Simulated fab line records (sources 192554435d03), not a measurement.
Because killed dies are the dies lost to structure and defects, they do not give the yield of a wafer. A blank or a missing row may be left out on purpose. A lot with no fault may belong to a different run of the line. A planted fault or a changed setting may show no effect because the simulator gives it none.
Chamber matching | flow n5_finfet | 4 sister chambers for N5_BEOL_M2_ETCH_74 on rie_diel-06
The step etches underlayer in N2/H2, target depth 6.5 nm, time 5.2 s. 4 wafers are shown with their chamber, then 9 later ones without.

== WAFERS, EACH WITH ITS CHAMBER ==
wafer  | chamber | drypump_motor_current_A (A)
L089.1 | 2       | 5.4
L089.4 | 1       | 5.4
L089.5 | 0       | 5.5
L089.6 | 3       | 6.8

== WAFERS MISSING THEIR CHAMBER ==
wafer  | drypump_motor_current_A (A)
L094.2 | 6.8
L094.4 | 6.8
L094.6 | 5.4
L095.1 | 5.5
L095.2 | 6.8
L095.3 | 5.4
L095.4 | 5.3
L095.5 | 5.5
L095.6 | 6.8

== EACH ONE'S CHAMBER ==
wafer  | from the rows above     | in truth
L094.2 | 3                       | 3
L094.4 | 3                       | 3
L094.6 | can't be placed: 1 or 2 | 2
L095.1 | 0                       | 0
L095.2 | 3                       | 3
L095.3 | can't be placed: 1 or 2 | 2
L095.4 | can't be placed: 1 or 2 | 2
L095.5 | 0                       | 0
L095.6 | 3                       | 3
Placed correctly: 6 of 9. From these rows, 3 cannot be placed; in 3 the true chamber is one of the candidates. Placed wrongly: 0.
How it was worked out, from the rows above alone: a wafer's distance from a chamber is the root of the sum, over the readings, of the square of ((its reading less the chamber's mean) divided by the reading's scatter). If the next closest chamber is less than 2 further off than the closest, the wafer can't be placed; otherwise it belongs to the closest. Each chamber's mean is taken over the wafers shown for it. The scatter: with one shown wafer a chamber, the root of the mean of the squares of how far each hidden wafer lies from its nearest shown one.
